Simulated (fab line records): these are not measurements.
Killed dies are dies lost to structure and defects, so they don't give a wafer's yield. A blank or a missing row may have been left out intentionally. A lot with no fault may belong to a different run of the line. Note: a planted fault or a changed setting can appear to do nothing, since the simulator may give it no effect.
What tool caused it? || flow n5Finfet || 12 lots, 32 wafers sampled, at 4 steps of a route of 1938

== WHAT THE GAUGES READ, wafer by wafer ==
The record lacks any reading of a measuring or inspecting step that a usual standard deviation could be used to judge.

== WHICH TOOL RAN EACH LOT (tool, then ch and the chambers of the sampled wafers, then the start) ==
{"lot": "L553", "N5_BEOL_M9_ILD_DEP_00": "pecvd-01 ch 0,1,2, day 9 19:12", "N5_BEOL_M9_HM_OPEN_17": "rieMetal-03 ch 0,1, day 9 22:15", "N5_BEOL_M9_STRIP_19": "rieDiel-01 ch 0,1,3, day 9 22:24", "N5_BEOL_M9_COAT_75": "lithoTrack-05 ch 0, day 10 00:41"}
{"lot": "L557", "N5_BEOL_M9_ILD_DEP_00": "pecvd-02 ch 2, day 10 18:19", "N5_BEOL_M9_HM_OPEN_17": "rieMetal-03 ch 0,1, day 10 20:35", "N5_BEOL_M9_STRIP_19": "rieDiel-04 ch 0,2, day 10 20:41", "N5_BEOL_M9_COAT_75": "lithoTrack-05 ch 0, day 10 20:53"}
{"lot": "L556", "N5_BEOL_M9_ILD_DEP_00": "pecvd-02 ch 0,1,2, day 10 21:44", "N5_BEOL_M9_HM_OPEN_17": "rieMetal-02 ch 0,1, day 11 00:04", "N5_BEOL_M9_STRIP_19": "rieDiel-02 ch 1,2, day 11 00:08", "N5_BEOL_M9_COAT_75": "lithoTrack-05 ch 0, day 11 00:16"}
{"lot": "L558", "N5_BEOL_M9_ILD_DEP_00": "pecvd-02 ch 0,1,2, day 11 00:17", "N5_BEOL_M9_HM_OPEN_17": "rieMetal-03 ch 0,1, day 11 02:43", "N5_BEOL_M9_STRIP_19": "rieDiel-01 ch 0,2, day 11 02:49", "N5_BEOL_M9_COAT_75": "lithoTrack-05 ch 0, day 11 03:05"}
{"lot": "L560", "N5_BEOL_M9_ILD_DEP_00": "pecvd-01 ch 0,1, day 11 14:22", "N5_BEOL_M9_HM_OPEN_17": "rieMetal-03 ch 0,1, day 11 17:36", "N5_BEOL_M9_STRIP_19": "rieDiel-02 ch 1,3, day 11 17:43", "N5_BEOL_M9_COAT_75": "lithoTrack-05 ch 0, day 11 17:49"}
{"lot": "L561", "N5_BEOL_M9_ILD_DEP_00": "pecvd-02 ch 0,1,2, day 11 19:29", "N5_BEOL_M9_HM_OPEN_17": "rieMetal-03 ch 0,1, day 11 22:07", "N5_BEOL_M9_STRIP_19": "rieDiel-01 ch 0,2,3, day 11 22:17", "N5_BEOL_M9_COAT_75": "lithoTrack-05 ch 0, day 12 01:32"}
{"lot": "L562", "N5_BEOL_M9_ILD_DEP_00": "pecvd-03 ch 0,2, day 12 05:50", "N5_BEOL_M9_HM_OPEN_17": "rieMetal-01 ch 0,1, day 12 09:41", "N5_BEOL_M9_STRIP_19": "rieDiel-01 ch 1,2,3, day 12 09:47", "N5_BEOL_M9_COAT_75": "lithoTrack-05 ch 0, day 12 12:17"}
{"lot": "L570", "N5_BEOL_M9_ILD_DEP_00": "pecvd-03 ch 0,2, day 14 08:14", "N5_BEOL_M9_HM_OPEN_17": "rieMetal-03 ch 0, day 14 10:03", "N5_BEOL_M9_STRIP_19": "rieDiel-01 ch 1,2, day 14 10:10", "N5_BEOL_M9_COAT_75": "lithoTrack-02 ch 0, day 14 10:43"}
{"lot": "L572", "N5_BEOL_M9_ILD_DEP_00": "pecvd-02 ch 0,2, day 14 08:33", "N5_BEOL_M9_HM_OPEN_17": "rieMetal-03 ch 1, day 14 10:25", "N5_BEOL_M9_STRIP_19": "rieDiel-04 ch 2,3, day 14 10:32", "N5_BEOL_M9_COAT_75": "lithoTrack-04 ch 0, day 14 10:43"}
{"lot": "L571", "N5_BEOL_M9_ILD_DEP_00": "pecvd-01 ch 0,1, day 14 10:53", "N5_BEOL_M9_HM_OPEN_17": "rieMetal-01 ch 0,1, day 14 13:45", "N5_BEOL_M9_STRIP_19": "rieDiel-04 ch 0,1, day 14 13:53", "N5_BEOL_M9_COAT_75": "lithoTrack-02 ch 0, day 14 15:09"}
{"lot": "L575", "N5_BEOL_M9_ILD_DEP_00": "pecvd-01 ch 1,2, day 15 03:44", "N5_BEOL_M9_HM_OPEN_17": "rieMetal-02 ch 0,1, day 15 06:40", "N5_BEOL_M9_STRIP_19": "rieDiel-04 ch 1,3, day 15 06:55", "N5_BEOL_M9_COAT_75": "lithoTrack-02 ch 0, day 15 10:07"}
{"lot": "L574", "N5_BEOL_M9_ILD_DEP_00": "pecvd-03 ch 0,2, day 15 04:14", "N5_BEOL_M9_HM_OPEN_17": "rieMetal-01 ch 1, day 15 06:55", "N5_BEOL_M9_STRIP_19": "rieDiel-04 ch 0,3, day 15 07:03", "N5_BEOL_M9_COAT_75": "lithoTrack-04 ch 0, day 15 12:14"}
- N5_BEOL_M9_ILD_DEP_00: deposits SiCOH lowk from DEMS/porogen, target thk 308.51 nm, time 58 s.
- N5_BEOL_M9_HM_OPEN_17: chemistry Cl2/BCl3, target TiN, target depth 20 nm, overetch 6 nm.
- N5_BEOL_M9_STRIP_19: strips in O2.
- N5_BEOL_M9_COAT_75: time 60 s, resist thk 5 nm.

== WHAT THE TOOLS THEMSELVES READ (means of the sampled wafers that have a number; where no wafer has one, the mark that the record gives instead) ==
N5_BEOL_M9_ILD_DEP_00. Usual: heaterPowerW 292 W, standard deviation 31; showerheadPlenumPTorr 5.749 Torr, standard deviation 0.013; throttleValvePct 13.7 %, standard deviation 0.66.
{"lot": "L553", "tool": "pecvd-01", "heaterPowerW (W)": 303, "showerheadPlenumPTorr (Torr)": 5.746, "throttleValvePct (%)": 13.4, "flag": ""}
{"lot": "L557", "tool": "pecvd-02", "heaterPowerW (W)": 252, "showerheadPlenumPTorr (Torr)": 5.764, "throttleValvePct (%)": 13.7, "flag": ""}
{"lot": "L556", "tool": "pecvd-02", "heaterPowerW (W)": 264, "showerheadPlenumPTorr (Torr)": 5.753, "throttleValvePct (%)": 13.7, "flag": ""}
{"lot": "L558", "tool": "pecvd-02", "heaterPowerW (W)": 283, "showerheadPlenumPTorr (Torr)": 5.757, "throttleValvePct (%)": 13.8, "flag": ""}
{"lot": "L560", "tool": "pecvd-01", "heaterPowerW (W)": 284, "showerheadPlenumPTorr (Torr)": 5.740, "throttleValvePct (%)": 13.4, "flag": ""}
{"lot": "L561", "tool": "pecvd-02", "heaterPowerW (W)": 288, "showerheadPlenumPTorr (Torr)": 5.753, "throttleValvePct (%)": 13.8, "flag": ""}
{"lot": "L562", "tool": "pecvd-03", "heaterPowerW (W)": 275, "showerheadPlenumPTorr (Torr)": 5.750, "throttleValvePct (%)": 13.9, "flag": ""}
{"lot": "L570", "tool": "pecvd-03", "heaterPowerW (W)": 292, "showerheadPlenumPTorr (Torr)": 5.748, "throttleValvePct (%)": 13.2, "flag": ""}
{"lot": "L572", "tool": "pecvd-02", "heaterPowerW (W)": 292, "showerheadPlenumPTorr (Torr)": 5.761, "throttleValvePct (%)": 13.4, "flag": ""}
{"lot": "L571", "tool": "pecvd-01", "heaterPowerW (W)": 320, "showerheadPlenumPTorr (Torr)": 5.739, "throttleValvePct (%)": 13.6, "flag": ""}
{"lot": "L575", "tool": "pecvd-01", "heaterPowerW (W)": 274, "showerheadPlenumPTorr (Torr)": 5.738, "throttleValvePct (%)": 13.4, "flag": ""}
{"lot": "L574", "tool": "pecvd-03", "heaterPowerW (W)": 294, "showerheadPlenumPTorr (Torr)": 5.747, "throttleValvePct (%)": 13.6, "flag": ""}

N5_BEOL_M9_HM_OPEN_17. Usual: bcl3FlowSccm 21.74 sccm, standard deviation 0.075; drypumpMotorCurrentA 5.80 A, standard deviation 0.23; oesProductAu 0.66 a.u., standard deviation 0.033; throttleValvePct 22.2 %, standard deviation 0.32.
{"lot": "L553", "tool": "rieMetal-03", "bcl3FlowSccm (sccm)": 21.75, "drypumpMotorCurrentA (A)": 5.80, "oesProductAu (a.u.)": 0.65, "throttleValvePct (%)": 22.1, "flag": ""}
{"lot": "L557", "tool": "rieMetal-03", "bcl3FlowSccm (sccm)": 21.80, "drypumpMotorCurrentA (A)": 5.81, "oesProductAu (a.u.)": 0.66, "throttleValvePct (%)": 22.1, "flag": ""}
{"lot": "L556", "tool": "rieMetal-02", "bcl3FlowSccm (sccm)": 21.69, "drypumpMotorCurrentA (A)": 5.96, "oesProductAu (a.u.)": 0.68, "throttleValvePct (%)": 22.5, "flag": ""}
{"lot": "L558", "tool": "rieMetal-03", "bcl3FlowSccm (sccm)": 21.71, "drypumpMotorCurrentA (A)": 5.80, "oesProductAu (a.u.)": 0.66, "throttleValvePct (%)": 22.1, "flag": ""}
{"lot": "L560", "tool": "rieMetal-03", "bcl3FlowSccm (sccm)": 21.76, "drypumpMotorCurrentA (A)": 5.83, "oesProductAu (a.u.)": 0.66, "throttleValvePct (%)": 22.2, "flag": ""}
{"lot": "L561", "tool": "rieMetal-03", "bcl3FlowSccm (sccm)": 21.62, "drypumpMotorCurrentA (A)": 5.79, "oesProductAu (a.u.)": 0.64, "throttleValvePct (%)": 22.2, "flag": ""}
{"lot": "L562", "tool": "rieMetal-01", "bcl3FlowSccm (sccm)": 21.64, "drypumpMotorCurrentA (A)": 5.47, "oesProductAu (a.u.)": 0.62, "throttleValvePct (%)": 22.1, "flag": ""}
{"lot": "L570", "tool": "rieMetal-03", "bcl3FlowSccm (sccm)": 21.73, "drypumpMotorCurrentA (A)": 5.80, "oesProductAu (a.u.)": 0.63, "throttleValvePct (%)": 22.1, "flag": ""}
{"lot": "L572", "tool": "rieMetal-03", "bcl3FlowSccm (sccm)": 21.73, "drypumpMotorCurrentA (A)": 5.82, "oesProductAu (a.u.)": 0.66, "throttleValvePct (%)": 22.3, "flag": ""}
{"lot": "L571", "tool": "rieMetal-01", "bcl3FlowSccm (sccm)": 21.89, "drypumpMotorCurrentA (A)": 5.60, "oesProductAu (a.u.)": 0.63, "throttleValvePct (%)": 22.0, "flag": ""}
{"lot": "L575", "tool": "rieMetal-02", "bcl3FlowSccm (sccm)": 21.72, "drypumpMotorCurrentA (A)": 5.93, "oesProductAu (a.u.)": 0.68, "throttleValvePct (%)": 22.4, "flag": ""}
{"lot": "L574", "tool": "rieMetal-01", "bcl3FlowSccm (sccm)": 21.87, "drypumpMotorCurrentA (A)": 5.21, "oesProductAu (a.u.)": 0.60, "throttleValvePct (%)": 22.2, "flag": ""}

N5_BEOL_M9_STRIP_19. Usual: drypumpMotorCurrentA 6.0 A, standard deviation 0.62; oesProductAu 0.78 a.u., standard deviation 0.062; rfVppV 3.6 V, standard deviation 0.65; showerheadPlenumPTorr 2.08 Torr, standard deviation 0.059; tempC 39.98 C, standard deviation 0.099; throttleValvePct 16.62 %, standard deviation 0.18.
{"lot": "L553", "tool": "rieDiel-01", "drypumpMotorCurrentA (A)": 5.9, "oesProductAu (a.u.)": 0.83, "rfVppV (V)": 3.7, "showerheadPlenumPTorr (Torr)": 2.10, "tempC (C)": 40.05, "throttleValvePct (%)": 16.56, "flag": ""}
{"lot": "L557", "tool": "rieDiel-04", "drypumpMotorCurrentA (A)": 5.9, "oesProductAu (a.u.)": 0.72, "rfVppV (V)": 4.3, "showerheadPlenumPTorr (Torr)": 2.08, "tempC (C)": 39.90, "throttleValvePct (%)": 16.69, "flag": ""}
{"lot": "L556", "tool": "rieDiel-02", "drypumpMotorCurrentA (A)": 5.9, "oesProductAu (a.u.)": 0.82, "rfVppV (V)": 3.2, "showerheadPlenumPTorr (Torr)": 2.17, "tempC (C)": 39.94, "throttleValvePct (%)": 16.47, "flag": ""}
{"lot": "L558", "tool": "rieDiel-01", "drypumpMotorCurrentA (A)": 6.2, "oesProductAu (a.u.)": 0.81, "rfVppV (V)": 4.0, "showerheadPlenumPTorr (Torr)": 2.03, "tempC (C)": 40.04, "throttleValvePct (%)": 16.36, "flag": ""}
{"lot": "L560", "tool": "rieDiel-02", "drypumpMotorCurrentA (A)": 5.8, "oesProductAu (a.u.)": 0.70, "rfVppV (V)": 3.5, "showerheadPlenumPTorr (Torr)": 2.09, "tempC (C)": 39.89, "throttleValvePct (%)": 16.93, "flag": ""}
{"lot": "L561", "tool": "rieDiel-01", "drypumpMotorCurrentA (A)": 6.0, "oesProductAu (a.u.)": 0.78, "rfVppV (V)": 3.1, "showerheadPlenumPTorr (Torr)": 2.05, "tempC (C)": 40.07, "throttleValvePct (%)": 16.44, "flag": ""}
{"lot": "L562", "tool": "rieDiel-01", "drypumpMotorCurrentA (A)": 6.5, "oesProductAu (a.u.)": 0.77, "rfVppV (V)": 3.6, "showerheadPlenumPTorr (Torr)": 2.08, "tempC (C)": 39.95, "throttleValvePct (%)": 16.57, "flag": ""}
{"lot": "L570", "tool": "rieDiel-01", "drypumpMotorCurrentA (A)": 6.6, "oesProductAu (a.u.)": 0.78, "rfVppV (V)": 3.4, "showerheadPlenumPTorr (Torr)": 2.05, "tempC (C)": 39.97, "throttleValvePct (%)": 16.53, "flag": ""}
{"lot": "L572", "tool": "rieDiel-04", "drypumpMotorCurrentA (A)": 6.2, "oesProductAu (a.u.)": 0.73, "rfVppV (V)": 3.5, "showerheadPlenumPTorr (Torr)": 2.01, "tempC (C)": 39.88, "throttleValvePct (%)": 16.65, "flag": ""}
{"lot": "L571", "tool": "rieDiel-04", "drypumpMotorCurrentA (A)": 5.5, "oesProductAu (a.u.)": 0.76, "rfVppV (V)": 3.5, "showerheadPlenumPTorr (Torr)": 2.15, "tempC (C)": 39.98, "throttleValvePct (%)": 16.80, "flag": ""}
{"lot": "L575", "tool": "rieDiel-04", "drypumpMotorCurrentA (A)": 5.8, "oesProductAu (a.u.)": 0.78, "rfVppV (V)": 3.7, "showerheadPlenumPTorr (Torr)": 2.08, "tempC (C)": 40.05, "throttleValvePct (%)": 16.73, "flag": ""}
{"lot": "L574", "tool": "rieDiel-04", "drypumpMotorCurrentA (A)": 6.3, "oesProductAu (a.u.)": 0.71, "rfVppV (V)": 3.3, "showerheadPlenumPTorr (Torr)": 2.10, "tempC (C)": 39.98, "throttleValvePct (%)": 16.72, "flag": ""}

N5_BEOL_M9_COAT_75. Usual: spinSpeedRpm reads 1500.3 rpm (standard deviation 1).
{"lot": "L553", "tool": "lithoTrack-05", "spinSpeedRpm (rpm)": 1500.4, "flag": ""}
{"lot": "L557", "tool": "lithoTrack-05", "spinSpeedRpm (rpm)": 1500.1, "flag": ""}
{"lot": "L556", "tool": "lithoTrack-05", "spinSpeedRpm (rpm)": 1500.1, "flag": ""}
{"lot": "L558", "tool": "lithoTrack-05", "spinSpeedRpm (rpm)": 1499.9, "flag": ""}
{"lot": "L560", "tool": "lithoTrack-05", "spinSpeedRpm (rpm)": 1451.8, "flag": "OFF"}
{"lot": "L561", "tool": "lithoTrack-05", "spinSpeedRpm (rpm)": 1451.6, "flag": "OFF"}
{"lot": "L562", "tool": "lithoTrack-05", "spinSpeedRpm (rpm)": 1453.5, "flag": "OFF"}
{"lot": "L570", "tool": "lithoTrack-02", "spinSpeedRpm (rpm)": 1501.2, "flag": ""}
{"lot": "L572", "tool": "lithoTrack-04", "spinSpeedRpm (rpm)": 1499.2, "flag": ""}
{"lot": "L571", "tool": "lithoTrack-02", "spinSpeedRpm (rpm)": 1500.2, "flag": ""}
{"lot": "L575", "tool": "lithoTrack-02", "spinSpeedRpm (rpm)": 1501.1, "flag": ""}
{"lot": "L574", "tool": "lithoTrack-04", "spinSpeedRpm (rpm)": 1500.2, "flag": ""}

== THE ANSWER, worked out from the rows above alone ==
Rule: lot off if the mean of its wafers having a number is beyond 3 standard deviations from the usual mean. Also off: a lot with no number at a reading for which 4 or more lots have one. All remaining lots with rows at the step are treated as sound. First the gauges in route order, then the tools' own readings, where a lot's mean is used as printed above. The first step at which some lot is off is used, and at that step the reading that is off furthest; a lot without a number counts as furthest.
Off: L560, L561, L562 (N5_BEOL_M9_COAT_75, spinSpeedRpm).
A tool fits if, at that step or a process step before it, it ran every lot that is off, and no sound lot after the first of them. One candidate fits, namely lithoTrack-05 at N5_BEOL_M9_COAT_75. A fault onset in the window from L558 (day 11 03:05, its last sound lot) to L560 (day 11 17:49, its first lot off) fits.
The tool's own readings at N5_BEOL_M9_COAT_75 bear it out: on the lots that are off they differ by more than 5 times the standard deviation of the sound lots' means. spinSpeedRpm reads 1452.3 rpm there against 1500.3 rpm on the sound lots.

== WHAT WAS PUT IN BY THE SIMULATOR ==
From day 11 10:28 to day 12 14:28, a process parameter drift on lithoTrack-05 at N5_BEOL_M9_COAT_75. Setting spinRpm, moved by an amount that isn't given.
Struck lots among those shown: L560, L561, L562. The same result came from the rule above.
